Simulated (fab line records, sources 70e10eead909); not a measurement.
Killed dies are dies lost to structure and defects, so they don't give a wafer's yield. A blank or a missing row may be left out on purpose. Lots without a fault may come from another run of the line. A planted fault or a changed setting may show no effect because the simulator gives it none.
One fault seen from 2 desks | flow nand_harc | each desk has only its own numbers; what lay behind them comes last

THE TOOL OWNER'S DESK: litho_track-06
The tool's own readings at NHARC_A_M1_SOFTBAKE_04 (time 55 s): means of the sampled wafers that have a number, for each lot that ran on this tool. A lot is out of limits, marked OUT, if its mean lies more than 4 standard deviations from the usual mean; the brackets give that distance.
Columns: A = heater_power_total_W at NHARC_A_M1_SOFTBAKE_04, usual 188.44 W
lot  | first seen here | A
L486 | day 23 23:00    | 188.36
L487 | day 24 08:00    | 188.36
L488 | day 24 10:00    | 193.49 (+39) OUT
L489 | day 25 15:00    | 193.41 (+38) OUT
L501 | day 29 18:00    | 188.57
L500 | day 29 22:00    | 188.47
L506 | day 32 15:00    | 188.33
This desk's finding: out of limits on L488, L489; first on L488, day 24 10:00 (heater_power_total_W at NHARC_A_M1_SOFTBAKE_04). In limits: L486, L487, L501, L500, L506.

THE METROLOGY DESK
What the gauges read, lot by lot, whatever tool the lot ran on: means of the sampled wafers that have a number. A lot is out of limits, marked OUT, if its mean lies more than 4 standard deviations from the usual mean; the brackets give that distance.
Columns: A = cd_nm at NHARC_A_M1_CD_MEAS_09, usual 119.5 nm
lot  | first seen here | A
L483 | day 23 17:09    | 119.8
L486 | day 23 23:53    | 120.0
L487 | day 24 08:30    | 119.7
L488 | day 24 11:02    | 118.7
L489 | day 25 16:17    | 120.0
L493 | day 27 02:37    | 119.4
L498 | day 28 10:23    | 120.1
L501 | day 29 19:26    | 118.4
L500 | day 29 23:17    | 120.0
L505 | day 31 23:37    | 118.9
L504 | day 32 03:32    | 119.7
L506 | day 32 15:29    | 119.3
This desk's finding: nothing out of limits on any of the 12 lots.

PUT TOGETHER
The tool owner's desk could have raised an alarm at day 24 10:00, on L488, L489.
The metrology desk saw nothing out of limits.
The metrology desk has L488, L489 on record, within its limits.
Of the lots named, all ran NHARC_A_M1_SOFTBAKE_04 on litho_track-06.

WHAT THE SIMULATOR HAD PUT IN
Process parameter drift: litho_track-06, from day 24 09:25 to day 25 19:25, at NHARC_A_M1_SOFTBAKE_04. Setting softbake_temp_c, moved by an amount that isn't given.
Lots struck among those shown: L488, L489.
Hours from the fault's start to each desk's first reading out of limits: the tool owner's desk, 1.
